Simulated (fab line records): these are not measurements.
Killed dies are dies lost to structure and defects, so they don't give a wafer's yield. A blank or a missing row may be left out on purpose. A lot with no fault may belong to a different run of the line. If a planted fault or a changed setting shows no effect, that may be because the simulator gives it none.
A struck lot beside a sound one	flow n5Finfet	16 steps out of a route of 1938
Sound: the wafers L698.1, L698.3, L698.5. Struck: wafer L707.5 (left out: L707.6, a lot-mate that was not struck); the cause follows at the end.
Order at every step that has rows: each side's tool, ch and its chambers, its first start. Under that, the readings that differ: sound wafers	struck wafers	difference of the means	sigmas: that difference in standard deviations of wafers without a fault.
alike: readings with means less than 2 such deviations apart, plus words and numbers identical on both sides. not compared: withheld readings, readings lacking a value on some wafer, bounds such as >300 that could conceal the same value, and numbers that have no deviation in the record and whose values overlap.
The two part at a step that has a row with sigmas, a row that says differs or no value, or rows on one side only. Non-overlapping numbers with no deviation appear without sigmas and do not part them. Lack of a reading on every wafer of one side parts them only where that side has two or more wafers.

N5_FIN_SAQP_HM_DEP_72: deposits SiO2 from SiH4/N2O, target thk 12 nm, time 7.2 s.
  sound on pecvd-02 ch 0,2, day 3 02:53; struck on pecvd-04 ch 1, day 5 09:50
reading	sound	struck	difference	sigmas
showerheadPlenumPTorr (Torr)	8.16 7.77 8.16	8.45	+0.42	+2
  alike: heaterPowerW
then, 8 steps without rows for these wafers: N5_FIN_SAQP_COAT_49 (time 60 s, resist thk 100 nm); N5_FIN_SAQP_COAT_50 (time 60 s, resist thk 35 nm); N5_FIN_SAQP_COAT_10 (resist thk 90 nm); N5_FIN_SAQP_EBR_12; N5_FIN_SAQP_SOFTBAKE_11 (time 60 s); N5_FIN_SAQP_EXPOSE_13 (exposes mask FIN CORE, target cd 35.6 nm); N5_FIN_SAQP_PEB_14 (peb time 60 s); N5_FIN_SAQP_DEVELOP_15 (develop time 30 s).
N5_FIN_SAQP_CD_MEAS_16: the cd target is 35.6 nm.
  sound on cdSem-03 ch 0, day 3 03:19; struck on cdSem-02 ch 0, day 5 10:16
  alike: cdNm
N5_FIN_SAQP_OVL_MEAS_17:
  sound on overlay-02 ch 0, day 3 03:22; struck on overlay-02 ch 0, day 5 10:17
  alike: FIN_CORE_OVL
N5_FIN_SAQP_INSPECT_18: inspects for defects (brightfield).
  sound on defectInspect-02 at day 3 03:23; struck on defectInspect-01 at day 5 10:19
  alike: rawDefectCount
N5_FIN_SAQP_DESCUM_21: chemistry O2, time 7.9 s.
  sound on rieDiel-04 ch 2,3, day 3 03:43; struck on rieDiel-04 ch 0, day 5 10:22
reading	sound	struck	difference	sigmas
o2FlowSccm (sccm)	225.2 226.0 225.6	223.8	-1.8	-3
  alike: drypumpMotorCurrentA, oesProductAu, rfVppV, showerheadPlenumPTorr, throttleValvePct
  not compared: rfHoursCounterH, model.CAR-ArF_of_FIN_SAQP_COAT_10.thkNm
N5_FIN_SAQP_ETCH_51: etches SiARC in CF4, target depth 45.5 nm, time 75.8 s.
  sound on rieDiel-04 ch 2,3, day 3 03:45; struck on rieDiel-04 ch 0, day 5 10:25
  alike: drypumpMotorCurrentA, etchRfOnTimeS, oesProductAu, rfVppV, showerheadPlenumPTorr, throttleValvePct
  not compared: rfHoursCounterH, model.CAR-ArF_of_FIN_SAQP_COAT_10.thkNm
N5_FIN_SAQP_ETCH_52: etches SOC in N2/H2, target depth 100 nm, overetch 20 nm, time 150 s.
  sound on rieDiel-04 ch 2,3, day 3 03:49; struck on rieDiel-04 ch 0, day 5 10:29
  alike: drypumpMotorCurrentA, oesProductAu, rfVppV, showerheadPlenumPTorr, throttleValvePct
  not compared: rfHoursCounterH
-- a jump in the record: the struck wafers' starts before and after are 7 days apart (it breaks off in module FIN_SAQP and resumes in module BEOL_M4, where the first step shown is number 1111 of the route) --
N5_BEOL_M4_RC_MEAS_101:
  sound on prober-02 ch 0, day 9 17:02; struck on prober-01 ch 0, day 11 22:52
  alike: DIBL_N, DIBL_P, IOFF_N, IOFF_P, ION_N, ION_P, SS_N, SS_P, VT_N, VT_P

== WHERE THEY PART ==
First at N5_FIN_SAQP_HM_DEP_72; last, within this record, at N5_FIN_SAQP_DESCUM_21. Later steps at which nothing parts them and some readings are alike: N5_FIN_SAQP_ETCH_51, N5_FIN_SAQP_ETCH_52, N5_BEOL_M4_RC_MEAS_101.

WHY: whatever the simulator had introduced
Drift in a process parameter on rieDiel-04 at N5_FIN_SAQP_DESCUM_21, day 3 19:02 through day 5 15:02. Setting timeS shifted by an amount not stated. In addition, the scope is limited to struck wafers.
